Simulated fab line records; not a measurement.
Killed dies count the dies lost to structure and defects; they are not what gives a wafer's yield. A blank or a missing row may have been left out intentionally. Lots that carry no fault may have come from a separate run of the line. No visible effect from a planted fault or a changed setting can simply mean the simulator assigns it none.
Matching of chambers -- flow n5-finfet -- rie-diel-05 running N5_BEOL_M8_ETCH_61: 4 sister chambers
The step etches SiARC in CF4, target depth 45.5 nm, time 75.8 s. 27 wafers are shown with their chamber, then 12 later ones without.

WAFERS WITH THEIR CHAMBER
wafer,chamber,drypump-motor-current-A (A),showerhead-plenum-p-Torr (Torr),throttle-valve-pct (%)
L074.3,2,5.9,2.11,15.70
L074.4,3,5.6,2.21,15.70
L074.6,1,4.8,2.20,16.02
L077.3,1,4.8,2.20,16.05
L077.4,3,5.6,2.20,15.72
L077.6,3,5.6,2.20,15.74
L080.4,1,4.7,2.19,16.03
L080.5,0,6.4,2.08,15.89
L080.6,2,5.9,2.11,15.72
L082.2,1,4.8,2.19,16.06
L082.4,0,6.4,2.08,15.88
L082.5,2,5.9,2.11,15.72
L085.1,3,5.6,2.20,15.24
L085.2,2,5.9,2.10,15.75
L085.3,0,6.3,2.07,15.89
L087.1,0,6.4,2.07,15.90
L087.3,3,5.7,2.20,15.26
L087.5,2,5.9,2.10,15.76
L086.2,1,4.7,2.19,16.08
L086.3,3,5.6,2.20,15.25
L086.4,2,5.9,2.10,15.76
L090.1,0,6.4,2.07,15.92
L090.3,3,5.6,2.20,15.26
L090.6,3,5.6,2.20,15.25
L089.1,0,6.4,2.07,15.90
L089.5,0,6.3,2.07,15.92
L089.6,2,5.9,2.10,15.75

SIGNATURES, as means of the wafers listed above
reading,chamber 0,chamber 1,chamber 2,chamber 3,scatter within a chamber
drypump-motor-current-A,6.371,4.760,5.900,5.612,0.039
showerhead-plenum-p-Torr,2.0729,2.1940,2.1043,2.2012,0.00476
throttle-valve-pct,15.9000,16.0480,15.7371,15.4275,0.135
Rule: a wafer lies at a distance from a chamber equal to the root of the sum of squares, over the readings, of (its reading less the chamber's mean, divided by the reading's scatter). If the next closest chamber is less than 2 further off than the closest, the wafer can't be placed; otherwise it belongs to the closest. How the scatter is found: for the shown wafers, subtract from each reading the mean of its chamber, square and add these, divide the total by (wafers less chambers), then take the root.

WAFERS WHOSE CHAMBER IS MISSING
wafer,drypump-motor-current-A (A),showerhead-plenum-p-Torr (Torr),throttle-valve-pct (%)
L088.1,5.9,2.10,15.78
L088.4,6.4,2.07,15.91
L088.5,5.9,2.10,15.77
L093.1,5.9,2.10,15.79
L093.3,5.9,2.10,15.77
L093.4,5.6,2.19,15.28
L091.1,4.7,2.19,15.53
L091.2,5.7,2.19,15.30
L091.4,4.8,2.19,15.54
L095.2,4.7,2.19,15.55
L095.5,4.8,2.19,15.55
L095.6,5.6,2.19,15.30

WHICH CHAMBER EACH ONE RAN IN
wafer,from the rows above,in truth
L088.1,2,2
L088.4,0,0
L088.5,2,2
L093.1,2,2
L093.3,2,2
L093.4,3,3
L091.1,1,1
L091.2,3,3
L091.4,1,1
L095.2,1,1
L095.5,1,1
L095.6,3,3
Placed correctly: 12 of 12. Number that these rows cannot place: 0. Wrongly placed: 0.
